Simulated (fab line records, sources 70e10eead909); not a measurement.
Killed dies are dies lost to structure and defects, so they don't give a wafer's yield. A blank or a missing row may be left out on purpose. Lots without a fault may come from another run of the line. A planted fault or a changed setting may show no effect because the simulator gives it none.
fab line records | flow nand_harc
record lots=6 wafers=18 last_day=33
route steps=1302 shown A_WL_FILL@953
lots that met no fault: from a run of the same line without faults
start_h: hours from the record's first day to the start of the lot's first wafer shown | wait_h: hours since the lot's step before | " the same as in the row above | L1.1+2: a row that stands for several wafers | - no value, or no start given | * or withheld: withheld | < > ~ a bound
route shown NAME@n: a module of which the file shows steps, and the number in the route of the first | usual: mean/standard deviation of fault-free wafers | same: alike in all rows | chamber/n: place in a boat | sites: the reading at each site | _std_site: their standard deviation | _edge_site: outer sites' mean less inner sites' | radius_mm: how far each site lies from the wafer's centre | mask NAME#n: copy n | behind: the tool/chamber that last shaped the wafer | hold: why the lot was held/for how many hours/how that ended | device: the transistor (n, p or np) that didn't switch | end of line: the same wafers' tests at the end of the route | a step without rows: its recipe alone | killed: dies lost to structure and defects at the first sort, not the wafer's yield | map: a wafer's dies, x killed, . not, _ none there
set.NAME: the setting as run; set.NAME@STEP: as run at that earlier step | model.NAME: the simulator's own value behind a step, which no gauge read
lots at some steps of the route; a table a step, a row a wafer
services: from which hour (start_h, from the record's first day; less than 0 if before it) a tool's chamber was out of use, for how many hours, and why
## steps
# step NHARC_A_WL_FILL_RTA_01
# recipe temp_c=1000 time_s=5
# step NHARC_A_WL_FILL_ALD_02
# recipe target_thk_a=20 pulse_time_s=3 ald_cycles=100 temp_c=450 material=TiN
# usual ald_cycles=100/0 heater_power_outer_w=673/98 heater_power_w=1060/140 precursor_pulse_height_rel=0.999/0.021
# columns lot.wafer tool chamber start_h wait_h ald_cycles heater_power_outer_w heater_power_w precursor_pulse_height_rel
L730.3 ald_metal-02 0 502.92 0.2 100 574 949 0.982
L730.4 " 0 " " 100 595 951 1.017
L730.6 " 2 " " 100 812 1264 1.017
L733.1 ald_metal-01 1 513.50 0.2 100 538 851 0.958
L733.3 " 0 " " 100 613 945 1.006
L733.6 " 2 " " 100 613 945 1.000
L735.1 ald_metal-02 2 525.53 0.3 100 828 1286 0.981
L735.3 " 3 " " 100 729 1133 0.972
L735.4 " 2 " " 100 817 1256 0.973
L740.3 ald_metal-02 3 585.95 0.1 100 713 1113 1.010
L740.4 " 1 " " 100 880 1361 1.027
L740.6 " 0 " " 100 565 956 1.007
L744.3 ald_metal-02 1 645.04 0.2 100 834 1327 0.970
L744.2 " 2 " " 100 829 1252 1.011
L744.6 " 3 " " 100 724 1115 1.038
L751.1 ald_metal-04 0 691.98 0.2 100 653 1030 0.976
L751.3 " 1 " " 100 700 1174 0.992
L751.4 " 2 " " 100 537 882 1.015
# step NHARC_A_WL_FILL_CVD_03
# recipe target_thk_a=400 temp_c=300 pressure_torr=40 wf6_flow_sccm=40 h2_flow_sccm=1600 ar_flow_sccm=1560 time_s=279 material=W
# usual chamber_pressure_Torr=40.00/0.11 heater_power_outer_w=245/25 heater_power_w=429/27 mfc_ar_sccm=1561/4.8 throttle_valve_pct=7.72/0.26
# columns lot.wafer tool chamber start_h wait_h chamber_pressure_Torr heater_power_outer_w heater_power_w mfc_ar_sccm throttle_valve_pct
L730.4 cvd_w-01 0 503.56 0.2 39.96 212 394 1567 7.89
L730.3 " 1 " " 40.03 227 419 1558 8.17
L730.6 " 1 " " 40.06 232 432 1567 8.14
L733.1 cvd_w-01 0 513.94 0.1 40.11 215 398 1563 7.83
L733.3 " 0 " " 40.05 206 384 1559 7.75
L733.6 " 0 " " 40.13 212 399 1562 7.79
L735.1 cvd_w-02 1 526.16 0.1 39.91 273 445 1553 7.32
L735.4 " 0 " " 40.14 265 452 1564 7.42
L735.3 " 1 " " 40.09 280 441 1555 7.44
L740.4 cvd_w-01 0 586.49 0.2 39.84 206 378 1563 7.98
L740.3 " 1 " " 40.11 242 437 1577 7.81
L740.6 " 0 " " 39.89 212 393 1562 7.78
L744.2 cvd_w-01 0 645.46 0.1 39.95 205 388 1561 8.11
L744.3 " 1 " " 40.04 246 450 1559 7.96
L744.6 " 1 " " 39.88 244 461 1562 7.85
L751.1 cvd_w-01 0 692.38 0.1 40.01 206 382 1564 7.89
L751.4 " 0 " " 40.00 208 385 1559 8.16
L751.3 " 1 " " 39.92 241 435 1558 8.16
# step NHARC_A_WL_FILL_ETCHBACK_04
# recipe target_depth_a=600 time_s=120 chemistry=NF3
# usual drypump_motor_current_A=5.8/0.31 oes_product_au=0.999/0.0093
# columns lot.wafer tool chamber start_h wait_h drypump_motor_current_A oes_product_au rf_hours_counter_h
L730.3 rie_metal-03 0 503.89 0.2 5.9 0.993 -
L730.4 " 1 " " 5.9 1.009 -
L730.6 " 0 " " 5.9 0.989 -
L733.1 rie_metal-02 0 514.35 0.4 5.4 1.012 0.8
L733.3 " 0 " " 5.4 1.005 -
L733.6 " 0 " " 5.4 1.007 -
L735.1 rie_metal-02 0 526.48 0.3 5.4 1.000 1.3
L735.3 " 0 " " 5.4 1.005 -
L735.4 " 1 " " 6.1 0.994 -
L740.4 rie_metal-01 0 586.83 0.3 6.3 1.005 -
L740.3 " 1 " " 5.5 0.988 -
L740.6 " 1 " " 5.5 0.993 -
L744.2 rie_metal-01 1 645.81 0.3 5.5 0.998 1.0
L744.3 " 1 " " 5.5 1.006 -
L744.6 " 1 " " 5.5 0.998 -
L751.1 rie_metal-01 1 692.75 0.3 5.5 1.001 1.8
L751.4 " 1 " " 5.5 1.003 -
L751.3 " 0 " " 6.3 1.001 -
# step NHARC_A_WL_FILL_ETCHBACK_05
# recipe target_depth_a=220 time_s=60 temp_c=40 chemistry=Cl2/BCl3
# step NHARC_A_WL_FILL_STRIP_27
# recipe power_w=1500 temp_c=250 time_s=20 chemistry=N2/H2
# usual drypump_motor_current_A=5.80/0.24 heater_power_w=320/31
# columns lot.wafer tool chamber start_h wait_h drypump_motor_current_A heater_power_w rf_hours_counter_h
L730.4 plasma_asher-01 1 504.25 0.1 6.10 257 -
L730.3 " 0 " " 5.96 367 -
L730.6 " 1 " " 6.10 254 -
L733.1 plasma_asher-01 0 514.72 0.1 5.97 360 34
L733.3 " 1 " " 6.10 255 -
L733.6 " 0 " " 5.95 356 -
L735.1 plasma_asher-02 0 526.88 0.1 5.45 335 19
L735.4 " 1 " " 5.81 316 -
L735.3 " 0 " " 5.48 337 -
L740.3 plasma_asher-01 0 587.18 0.1 5.97 338 -
L740.4 " 1 " " 6.09 271 -
L740.6 " 1 " " 6.10 273 -
L744.2 plasma_asher-02 0 646.17 0.1 5.47 323 5
L744.3 " 1 " " 5.81 325 -
L744.6 " 1 " " 5.83 331 -
L751.1 plasma_asher-01 1 693.15 0.2 6.09 272 38
L751.3 " 0 " " 5.95 353 -
L751.4 " 1 " " 6.10 273 -
# step NHARC_A_WL_FILL_STRIP_28
# recipe time_s=1200 temp_c=72.5 chemistry=post_etch_residue_remover
# step NHARC_A_WL_FILL_PRECLEAN_06
# recipe time_s=300 chemistry=DIW
# step NHARC_A_WL_FILL_SRD_07
# step NHARC_A_WL_FILL_ANNEAL_08
# recipe temp_c=450 time_s=1800
# step NHARC_A_WL_FILL_ALD_10
# recipe target_thk_a=500 pulse_time_s=10 ald_cycles=500 temp_c=300 material=SiO2
# usual ald_cycles=500/0 heater_power_outer_w=278/34 heater_power_w=484/42 precursor_pulse_height_rel=1.002/0.022
# columns lot.wafer tool chamber start_h wait_h ald_cycles heater_power_outer_w heater_power_w precursor_pulse_height_rel
L730.3 ald_hk-02 3 510.63 1.1 278 231 435 1.024
L730.4 " 0 " " 278 334 562 1.002
L730.6 " 2 512.18 2.6 278 290 494 0.984
L733.1 ald_hk-02 2 521.16 0.1 278 294 501 0.994
L733.3 " 1 522.70 1.6 278 317 521 1.012
L733.6 " 3 523.73 2.6 278 229 433 1.004
L735.1 ald_hk-04 0 533.49 2.5 500 320 533 1.012
L735.4 " 1 " " 500 271 423 1.003
L735.3 " 2 " " 500 259 465 0.979
L740.3 ald_hk-02 0 594.93 1.1 500 341 547 0.996
L740.4 " 1 " " 500 297 477 0.977
L740.6 " 2 " " 500 286 497 1.019
L744.3 ald_hk-01 0 652.58 0.9 500 284 491 1.008
L744.2 " 3 654.14 2.5 500 262 487 1.033
L744.6 " 1 655.17 3.5 500 250 493 1.016
L751.3 ald_hk-04 2 698.52 0.1 500 271 489 0.998
L751.1 " 3 " " 500 253 423 0.972
L751.4 " 1 700.07 1.6 500 270 435 0.992
# step NHARC_A_WL_FILL_ETCHBACK_16
# recipe target_depth_a=1200 time_s=24 c4f8_flow_sccm=withheld o2_flow_sccm=8 ar_flow_sccm=withheld rf_w=600 bias_w=800 chemistry=C4F8/O2/Ar
# usual oes_product_au=0.97/0.034 rf_fwd_power_W=589/3.9 rf_vpp_V=723/4.6
# columns lot.wafer tool chamber start_h wait_h oes_product_au rf_fwd_power_W rf_hours_counter_h rf_vpp_V
L730.3 rie_diel-08 0 - - 1.03 586 6.0 718
L730.4 " 3 " " 1.00 585 6.4 730
L730.6 " 1 " " 0.98 591 - 719
L733.1 rie_diel-04 1 - - 0.92 587 3.9 721
L733.3 " 3 " " 0.93 594 4.2 729
L733.6 " 1 " " 0.91 586 - 722
L735.3 rie_diel-08 2 - - 1.00 592 7.5 723
L735.1 " 3 " " 0.97 585 7.5 731
L735.4 " 0 " " 1.02 591 7.7 720
L740.4 rie_diel-04 3 - - 1.01 594 1.6 730
L740.3 " 2 " " 0.98 589 2.3 720
L740.6 " 0 " " 1.00 583 - 718
L744.2 rie_diel-08 2 - - 0.99 590 4.3 723
L744.3 " 3 " " 0.92 583 5.3 731
L744.6 " 3 " " 0.93 582 - 731
L751.3 rie_diel-04 3 - - 0.94 595 4.2 732
L751.4 " 1 " " 0.91 584 4.7 722
L751.1 " 2 " " 0.92 594 4.8 721
## services
# columns tool chamber start_h hours kind
ald_metal-02 1 496.44 43.4 repair
ald_metal-02 0 517.17 26.1 repair
plasma_asher-01 - 519.07 9.0 pm
ald_hk-02 - 526.00 10.0 pm
rie_diel-08 3 527.26 5.5 repair
rie_diel-04 - 531.90 9.0 pm
rie_diel-08 - 544.80 9.0 pm
cvd_w-01 - 547.00 13.0 pm
rie_diel-04 3 548.38 10.6 repair
rie_metal-01 - 575.00 9.0 pm
rie_diel-08 2 583.84 12.4 repair
ald_metal-02 - 589.05 0.7 repair
rie_diel-08 - 597.60 1.2 repair
plasma_asher-02 - 603.17 9.0 pm
ald_metal-02 - 610.00 10.0 pm
ald_hk-04 - 610.87 10.0 pm
ald_hk-02 - 611.73 1.0 repair
plasma_asher-02 - 617.76 3.6 repair
rie_diel-08 0 641.73 3.3 repair
rie_diel-08 3 649.00 5.8 repair
rie_metal-01 - 667.41 0.3 repair
rie_diel-08 2 682.28 4.2 repair
rie_diel-04 0 690.87 2.9 repair
plasma_asher-01 - 696.07 9.0 pm
## key
first_sign step=NHARC_A_WL_FILL_ALD_10 reading=ald_cycles direction=down sigmas=99+ usual=500 struck=278
effect none on later readings
met_at NHARC_A_WL_FILL_ALD_10
struck_wafers L730.3,L730.4,L730.6,L733.1,L733.3,L733.6
tester_left_out L730,L733
fault kind=process_parameter_drift tool=ald_hk-02 chamber=- onset_h=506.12 steps=NHARC_A_WL_FILL_ALD_10 channel=ald_cycles offset=-222 shape=step end_h=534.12 acts_in=these_recipes_only stated=500
# tester_left_out: of these lots the tester's yield and bins aren't shown, on N5 and GAA mostly nor the transistor test; their killed dies are dies lost to structure and defects alone, not to doping, threshold or leakage, so they don't give the yield
